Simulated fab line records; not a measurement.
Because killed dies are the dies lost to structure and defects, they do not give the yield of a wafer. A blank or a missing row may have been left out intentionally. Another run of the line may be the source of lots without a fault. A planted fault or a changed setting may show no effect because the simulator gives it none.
Comparing a struck lot with a sound one / flow nand_harc / 18 steps out of a route of 1159
Sound: the wafers L214.3, L214.4, L214.6. Wafers L221.1, L221.2, L221.5 were the ones struck. Last of all comes the cause.
For every step that has rows: the tool of each side, followed by ch and its chambers, followed by its first start. Under that, the readings that differ: sound wafers / struck wafers / difference of the means / sigmas: that difference in standard deviations of wafers without a fault.
alike: readings whose means differ by less than 2 such deviations, and words and numbers that are the same on both sides. not compared: withheld readings, readings that some wafer has no value for, bounds like >300 that may hide the same value, and numbers for which the record gives no deviation and whose values overlap.
A row with sigmas, a row that says differs or no value, or rows on one side alone: a step with any of these is where the two part. Numbers that have no deviation but don't overlap get no sigmas and don't part them. A reading that every wafer of one side lacks parts them only if that side has two wafers or more.

first, 1 step without rows for these wafers: NHARC_A_M1_ETCH_35 (etches the open film in N2/H2, target depth 40 nm, overetch 12 nm, time 43.94 s).
NHARC_A_M1_ETCH_15: etches the open film in C4F8/Ar, target depth 182.5 nm, time 91.2 s.
  sound: rie_diel-08 ch 0,1; struck: rie_diel-04 ch 0,1
  alike: bias_w, oes_product_au, rf_vpp_V
  not compared: rf_hours_counter_h
NHARC_A_M1_CD_MEAS_16:
  sound: cd_sem-02 at day 18 02:25; struck: cd_sem-03 at day 19 13:52
  alike: cd_nm
then, 1 step without rows for these wafers: NHARC_A_M1_STRIP_18 (strips in N2/H2).
NHARC_A_M1_ETCH_28: etches the open film in CF4/N2, target depth 30 nm, time 72.99 s.
  sound: rie_diel-04 ch 0,1,3; struck: rie_diel-04 ch 1,2,3
  alike: bias_w, drypump_motor_current_A, oes_product_au, rf_vpp_V, showerhead_plenum_p_Torr, throttle_valve_pct
  not compared: rf_hours_counter_h
then, 1 step without rows for these wafers: NHARC_A_M1_STRIP_19 (strips in post etch residue remover, time 600 s).
NHARC_A_M1_DEGAS_29: time 60 s.
  sound: pvd_sputter-02 at day 18 03:07; struck: pvd_sputter-01 at day 19 14:39
  alike: heater_power_w
then, 2 steps without rows for these wafers: NHARC_A_M1_PRE_CLEAN_30 (time 30 s); NHARC_A_M1_PVD_20 (deposits TaN, target thk 5 nm, time 8.06 s).
NHARC_A_M1_PVD_21: deposits Cu, target thk 30 nm, time 20.49 s.
  sound on pvd_sputter-02; struck on pvd_sputter-01
  alike: substrate_temp_c, throttle_valve_pct
then, 2 steps without rows for these wafers: NHARC_A_M1_ECD_22 (material Cu, target thk 400 nm); NHARC_A_M1_ANNEAL_31 (time 90 s).
NHARC_A_M1_CMP_23: polishes, t overpolish 20 s, target thk 154.34 nm.
  sound on cmp-03 ch 0,2,3, day 18 04:15; struck on cmp-03 ch 0,1,3, day 19 15:44
  alike: motor_current_A, time_to_endpoint_s
NHARC_A_M1_THK_MEAS_24: measures by xrf.
  sound: film_metro-01 at day 18 04:31; struck: film_metro-01 at day 19 16:02
  alike: thk_nm
after that, 1 step had no rows for these wafers: NHARC_A_M1_SRD_25.
NHARC_A_M1_INSPECT_27:
  sound: defect_inspect-01 at day 18 04:40; struck: defect_inspect-01 at day 19 16:22
reading=raw_defect_count; sound=278 392 326; struck=2009 1915 1841; difference=+1590; sigmas=+12
  not compared: hold
NHARC_A_M1_PRE_CLEAN_32: time 12 s.
  sound on pecvd-01 ch 0,1, day 18 04:44; struck on pecvd-02 ch 0,1,2, day 19 18:56
reading=hold; sound=- - -; struck=await_dispo/2.5h/release await_dispo/2.5h/release await_dispo/2.5h/release; difference=no value on the sound wafers; sigmas=
  alike: heater_power_outer_w, heater_power_w
-- the record jumps here: 2 days lie between the struck wafers' starts before and after (it left off in module A_M1 and takes up again in module END, whose first step shown is number 1159 of the route) --
NHARC_END_SORT_01:
  sound on prober-01 ch 0, day 20 23:00; struck on prober-02 ch 0, day 21 20:41
reading=defect_limited_yield (%); sound=96.2 96.5 97.8; struck=14.6 16.1 15.8; difference=-81.3; sigmas=-51
reading=killed_at_array; sound=18 18 11; struck=575 562 562; difference=+551; sigmas=+50
reading=killed_dies; sound=26 24 15; struck=578 568 570; difference=+550; sigmas=+50
reading=sort_bin_2_pct (%); sound=1.0 0.7 0.6; struck=38.0 34.6 38.7; difference=+36.3; sigmas=+55
reading=sort_bin_3_pct (%); sound=0.30 0 0.15; struck=9.45 7.83 7.98; difference=+8.27; sigmas=+36
reading=sort_bin_4_pct (%); sound=2.5 2.8 1.5; struck=38.0 41.5 37.5; difference=+36.7; sigmas=+33
reading=sort_n_pass; sound=651 653 662; struck=99 109 107; difference=-550; sigmas=-50
reading=sort_rim_yield_pct (%); sound=90.6 98.1 98.1; struck=16.0 18.9 16.0; difference=-78.6; sigmas=-27
reading=sort_yield_pct (%); sound=96.2 96.5 97.8; struck=14.6 16.1 15.8; difference=-81.3; sigmas=-51
  alike: killed_at_other, killed_at_periphery, killed_open, killed_short

## WHERE THEY PART
Earliest at NHARC_A_M1_INSPECT_27; latest, in this record, at NHARC_END_SORT_01.

WHY: what had been put in by the simulator
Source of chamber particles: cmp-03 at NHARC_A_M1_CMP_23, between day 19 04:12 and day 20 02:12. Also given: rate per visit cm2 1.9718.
